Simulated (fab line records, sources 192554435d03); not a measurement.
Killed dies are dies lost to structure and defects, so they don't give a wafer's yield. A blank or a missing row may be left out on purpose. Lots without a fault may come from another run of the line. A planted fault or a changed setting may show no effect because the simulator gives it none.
A struck lot beside a sound one | flow n5_finfet | 39 steps out of a route of 1938
Sound: wafers L394.2, L394.4, L394.6. Struck: wafers L409.3, L409.5. The cause comes at the end.
At each step with rows: each side's tool, then ch and its chambers, then its first start. Under that, the readings that differ: sound wafers | struck wafers | difference of the means | sigmas: that difference in standard deviations of wafers without a fault.
alike: readings whose means differ by less than 2 such deviations, and words and numbers that are the same on both sides. not compared: withheld readings, readings that some wafer has no value for, bounds like >300 that may hide the same value, and numbers for which the record gives no deviation and whose values overlap.
The two part at a step that has a row with sigmas, a row that says differs or no value, or rows on one side only. Numbers that don't overlap but have no deviation are shown without sigmas and don't part them. A reading that every wafer of one side lacks parts them only if that side has two wafers or more.

first, 10 steps without rows for these wafers: N5_MOL_CONTACT_COAG_SPUTTER_143 (material Co, target thk 2.5 nm); N5_MOL_CONTACT_COAG_CO_FILL_22 (material Co, precursor CCTBA/H2, target thk 20 nm); N5_MOL_CONTACT_COAG_ANNEAL_113 (time 300 s); N5_MOL_CONTACT_COAG_PRE_CLEAN_142 (time 60 s); N5_MOL_CONTACT_COAG_SPUTTER_130 (material Co, target thk 47.5 nm); N5_MOL_CONTACT_COAG_PRECLEAN_125 (cleans in DIW, time 57.5 s); N5_MOL_CONTACT_COAG_SRD_126 (dry time 32 s); N5_MOL_CONTACT_COAG_CMP_23 (polishes, stops on SiO2, t overpolish 1.5 s, target thk 0 nm); N5_MOL_CONTACT_COAG_WET_ETCH_26 (target Co, target depth 13 nm); N5_MOL_CONTACT_COAG_WET_ETCH_116 (etches the open film in SC1-inhibited, target depth 4.6 nm, rinse time 30 s).
N5_MOL_CONTACT_COAG_ALD_27: deposits SiOC, target thk 17 nm, pulse time 1.5 s, time 2720 s.
  sound on ald_sin-01 ch 1,2,3, day 5 14:43; struck on ald_sin-01 ch 2, day 9 04:17
  reading                                           | sound                | struck        | difference | sigmas
  ald_cycles                                        | 340 340 340          | 255 255       | -85        |
  run_length_s (s)                                  | 2770.0 2769.1 2769.6 | 2089.0 2089.2 | -680.5     | -99 or more
  time_s (s)                                        | 2720 2720 2720       | 2040 2040     | -680       |
  model.SiOC_of_MOL_CONTACT_COAG_ALD_27.thk_nm (nm) | 17 17 17             | 12.8 12.8     | -4.2       |
  alike: chamber_pressure_Torr, heater_power_w, precursor_pulse_height_rel
  not compared: since_wet_clean_h
N5_MOL_CONTACT_COAG_CMP_28: polishes, stops on SiNx, t overpolish 0.85 s, target thk 14.522 nm.
  sound on cmp-04 ch 0,2,3, day 5 16:19; struck on cmp-02 ch 1,2, day 9 05:56
  reading                                           | sound          | struck    | difference | sigmas
  model.SiOC_of_MOL_CONTACT_COAG_ALD_27.thk_nm (nm) | 14.6 15.8 16.2 | 12.8 12.8 | -2.7       |
  alike: edge_zone_pressure_frac, motor_current_A
then, 24 steps without rows for these wafers: N5_MOL_CONTACT_COAG_ALD_123 (deposits SiNx, target thk 5 nm, pulse time 1 s, purge time 2 s); N5_MOL_CONTACT_COAG_PECVD_31 (deposits SiO2 from TEOS/O2, target thk 46 nm, time 8.9 s); N5_MOL_CONTACT_COAG_COAT_75 (time 60 s, resist thk 60 nm); N5_MOL_CONTACT_COAG_COAT_76 (time 60 s, resist thk 10 nm); N5_MOL_CONTACT_COAG_COAT_77 (time 60 s, resist thk 10 nm); N5_MOL_CONTACT_COAG_COAT_78 (resist thk 40 nm); N5_MOL_CONTACT_COAG_EBR_80; N5_MOL_CONTACT_COAG_SOFTBAKE_79 (time 60 s); N5_MOL_CONTACT_COAG_EXPOSE_81 (exposes mask VG, defocus 0 nm); N5_MOL_CONTACT_COAG_PEB_82 (peb time 60 s); N5_MOL_CONTACT_COAG_DEVELOP_83 (develop time 30 s); N5_MOL_CONTACT_COAG_DESCUM_88 (chemistry O2, time 7 s); N5_MOL_CONTACT_COAG_ETCH_89 (etches underlayer in N2/H2, target depth 13 nm, time 10.4 s); N5_MOL_CONTACT_COAG_ETCH_90 (etches SiARC in CF4, target depth 13 nm, time 21.7 s); N5_MOL_CONTACT_COAG_ALD_131 (deposits SiO2, target thk 5 nm, pulse time 1 s, co reactant pulse time 1 s); N5_MOL_CONTACT_COAG_ETCHBACK_132 (etches SiO2 in CHF3, target depth 10 nm, time 6.7 s); N5_MOL_CONTACT_COAG_ETCH_91 (etches SOC in N2/H2, target depth 60 nm, overetch 21 nm, time 101.2 s); N5_MOL_CONTACT_COAG_STRIP_92 (strips in N2/H2); N5_MOL_CONTACT_COAG_STRIP_93 (strips in N2/H2); N5_MOL_CONTACT_COAG_ETCHBACK_135 (etches SiO2 in CHF3, target depth 25 nm, time 16.7 s); N5_MOL_CONTACT_COAG_STRIP_118 (strips in CHF3); N5_MOL_CONTACT_COAG_VIA_ETCH_46 (etches SiO2 in C4F6/O2, target depth 46 nm, overetch 9.2 nm, time 40 s); N5_MOL_CONTACT_COAG_STRIP_96 (strips in N2/H2); N5_MOL_CONTACT_COAG_ETCH_47 (etches SiNx in CH3F/O2, stops on W, target depth 27 nm).
N5_MOL_CONTACT_COAG_ETCH_48: etches SiOC in C4F6/O2, target depth 15 nm, overetch 4.5 nm, time 17 s.
  sound on rie_diel-04 ch 0,3, day 5 20:39; struck on rie_diel-04 ch 1,3, day 9 09:28
  reading                  | sound             | struck      | difference | sigmas
  model.etch.depth_nm (nm) | 14.61 15.77 16.19 | 12.74 12.72 | -2.79      |
  alike: C4F6_flow_sccm, drypump_motor_current_A, oes_product_au, rf_vpp_V, showerhead_plenum_p_Torr, throttle_valve_pct
  not compared: rf_hours_counter_h
-- the record jumps here: 4 days lie between the struck wafers' starts before and after (it left off in module MOL_CONTACT_COAG and takes up again in module BEOL_M4, whose first step shown is number 1111 of the route) --
N5_BEOL_M4_RC_MEAS_101:
  sound on prober-02 ch 0, day 8 20:22; struck on prober-01 ch 0, day 13 12:34
  reading        | sound          | struck    | difference | sigmas
  IOFF_P (nA/um) | 0.21 0.20 0.21 | 0.37 0.23 | +0.09      | +2
  VT_P (mV)      | -254 -254 -255 | -241 -248 | +10        | +3
  alike: DIBL_N, DIBL_P, IOFF_N, ION_N, ION_P, SS_N, SS_P, VT_N
-- the record jumps here: 5 days lie between the struck wafers' starts before and after (it left off in module BEOL_M4 and takes up again in module PASSIVATION, whose first step shown is number 1936 of the route) --
N5_PASSIVATION_PROBE_49:
  sound on prober-02, day 13 01:57; struck on prober-01, day 18 01:29
  alike: defect_limited_yield, killed_at_M0_to_M3, killed_at_M4_up, killed_at_contacts, killed_at_front_end, killed_at_other, killed_dies, killed_open, killed_short, sort_bin_5_function, sort_bin_6_memory, sort_n_pass, sort_yield_pct

WHERE THEY PART
First at N5_MOL_CONTACT_COAG_ALD_27; last, within this record, at N5_BEOL_M4_RC_MEAS_101. Later steps at which nothing parts them and some readings are alike: N5_PASSIVATION_PROBE_49.

WHY: what the simulator had put in
Process parameter drift: ald_sin-01, from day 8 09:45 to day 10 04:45, at N5_MOL_CONTACT_COAG_ALD_27. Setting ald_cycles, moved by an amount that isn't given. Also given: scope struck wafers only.
